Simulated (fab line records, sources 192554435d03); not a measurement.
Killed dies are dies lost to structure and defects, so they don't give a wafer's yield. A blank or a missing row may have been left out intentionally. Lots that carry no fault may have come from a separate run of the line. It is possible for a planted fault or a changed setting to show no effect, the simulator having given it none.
The same fault as seen by 2 desks + flow n5Finfet + only its own numbers are on each desk; what lay behind them is given at the end

METROLOGY DESK
Means of the sampled wafers that have a number, per lot and without regard to the tool the lot ran on: this is what the gauges read. A lot is out of limits, marked OUT, if its mean lies more than 4 standard deviations from the usual mean; the brackets give that distance.
Columns: A = M4_ILD_THK at N5_BEOL_M4_THK_MEAS_01, usual 78.7 nm
| lot  | first seen here | A               |
|------|-----------------|-----------------|
| L355 | day 8 20:07     | 79.4            |
| L356 | day 8 20:22     | 77.8            |
| L357 | day 9 08:32     | 79.3            |
| L359 | day 9 12:26     | 78.3            |
| L358 | day 9 15:42     | 78.6            |
| L361 | day 10 14:38    | 79.7            |
| L366 | day 11 15:53    | 78.5            |
| L365 | day 12 01:51    | 83.7 (+5.1) OUT |
| L370 | day 12 17:02    | 91.3 (+13) OUT  |
| L371 | day 13 03:43    | 78.6            |
| L372 | day 13 14:32    | 78.5            |
| L375 | day 14 14:58    | 78.4            |
Per this desk, out of limits: L365, L370; the first was L365, day 12 01:51 (M4_ILD_THK at N5_BEOL_M4_THK_MEAS_01). L355, L356, L357, L359, L358, L361, L366, L371, L372, L375: within limits.

DESK OF THE TOOL OWNER: pecvd-03
The tool's own readings at N5_BEOL_M4_ILD_DEP_00 (deposits SiOC from DEMS/O2, target thk 79 nm, time 15.3 s): means of the sampled wafers that have a number, for each lot that ran on this tool. A lot is out of limits, marked OUT, if its mean lies more than 4 standard deviations from the usual mean; the brackets give that distance.
Columns: A = heaterPowerW at N5_BEOL_M4_ILD_DEP_00, usual 465 W; B = showerheadPlenumPTorr at N5_BEOL_M4_ILD_DEP_00, usual 5.695 Torr; C = showerheadVppV at N5_BEOL_M4_ILD_DEP_00, usual 1345 V; D = throttleValvePct at N5_BEOL_M4_ILD_DEP_00, usual 12.0 %
| lot  | first seen here | A   | B     | C    | D    |
|------|-----------------|-----|-------|------|------|
| L359 | day 9 12:20     | 477 | 5.713 | 1311 | 12.6 |
| L361 | day 10 14:32    | 549 | 5.705 | 1321 | 13.1 |
| L365 | day 12 01:47    | 447 | 5.704 | 1321 | 11.8 |
| L370 | day 12 16:59    | 564 | 5.700 | 1324 | 13.1 |
This desk found nothing out of limits on any of the 4 lots.

TAKEN TOGETHER
At day 12 01:51 the metrology desk could have sounded an alarm, on L365, L370.
The tool owner's desk saw nothing out of limits.
The tool owner's desk has L365, L370 on record, within its limits.
Every lot named ran N5_BEOL_M4_ILD_DEP_00 on pecvd-03.

WHAT THE SIMULATOR HAD INSERTED
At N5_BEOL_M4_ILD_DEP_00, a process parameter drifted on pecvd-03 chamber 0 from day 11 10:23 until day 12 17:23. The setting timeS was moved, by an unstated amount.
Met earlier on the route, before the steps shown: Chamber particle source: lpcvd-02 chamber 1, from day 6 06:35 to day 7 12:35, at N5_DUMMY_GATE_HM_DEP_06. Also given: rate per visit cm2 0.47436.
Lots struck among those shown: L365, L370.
Delay in hours, fault start to first out-of-limits reading, per desk: metrology desk 15.
